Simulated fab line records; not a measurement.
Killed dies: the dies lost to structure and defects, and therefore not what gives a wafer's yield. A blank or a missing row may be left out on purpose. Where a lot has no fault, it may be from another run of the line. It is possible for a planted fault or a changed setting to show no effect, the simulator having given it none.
Which of the tools did it? || flow n5Finfet || 12 lots (36 wafers sampled), 1 step of a 1938-step route

== WHAT EACH GAUGE READ, for each wafer ==
N5_BEOL_M11_CD_MEAS_35: target cd 70 nm.
{"lot": "L076", "measured": "day 10 18:27", "on": "cdSem-03", "cdNm (nm)": "70.0 69.6 69.2"}
{"lot": "L077", "measured": "day 11 01:50", "on": "cdSem-03", "cdNm (nm)": "70.7 69.6 69.2"}
{"lot": "L079", "measured": "day 11 09:44", "on": "cdSem-01", "cdNm (nm)": "69.9 71.0 70.2"}
{"lot": "L080", "measured": "day 12 05:26", "on": "cdSem-02", "cdNm (nm)": "70.3 70.5 70.1"}
{"lot": "L083", "measured": "day 13 03:01", "on": "cdSem-01", "cdNm (nm)": "70.1 69.9 69.8"}
{"lot": "L086", "measured": "day 13 04:29", "on": "cdSem-03", "cdNm (nm)": "69.4 70.1 69.5"}
{"lot": "L087", "measured": "day 14 02:59", "on": "cdSem-03", "cdNm (nm)": "69.8 69.9 68.6"}
{"lot": "L088", "measured": "day 14 22:41", "on": "cdSem-01", "cdNm (nm)": "68.6 69.7 70.0"}
{"lot": "L089", "measured": "day 14 23:50", "on": "cdSem-01", "cdNm (nm)": "70.0 70.2 69.1"}
{"lot": "L092", "measured": "day 15 14:26", "on": "cdSem-01", "cdNm (nm)": "69.3 69.5 70.2"}
{"lot": "L095", "measured": "day 16 04:16", "on": "cdSem-01", "cdNm (nm)": "70.5 69.9 70.1"}
{"lot": "L097", "measured": "day 16 22:42", "on": "cdSem-02", "cdNm (nm)": "69.8 69.4 70.2"}

== WHAT TOOL EACH LOT RAN ON (gives the tool, then ch and the chambers of the sampled wafers, and finally the start) ==
The record holds no process step before these readings.

== THE ANSWER, worked out from the rows above alone ==
Rule: the lots themselves supply what counts as usual. Put in order of their means at a reading, lots are off if they are a third of the lots or fewer, leave a main group of 4 or more, and stand apart from it by a gap of 3 or more times the standard deviation of the main group's means; of several such gaps the widest counts. A main group whose means are all the same, to the digits that the tables above print for the reading, isn't used. A lot without any number at a reading at which 4 lots or more have one is off too. The other lots that the step has rows for count as sound.
No lot is off on any of the readings shown, so nothing can be concluded from this.

== WHAT HAD BEEN PUT IN BY THE SIMULATOR ==
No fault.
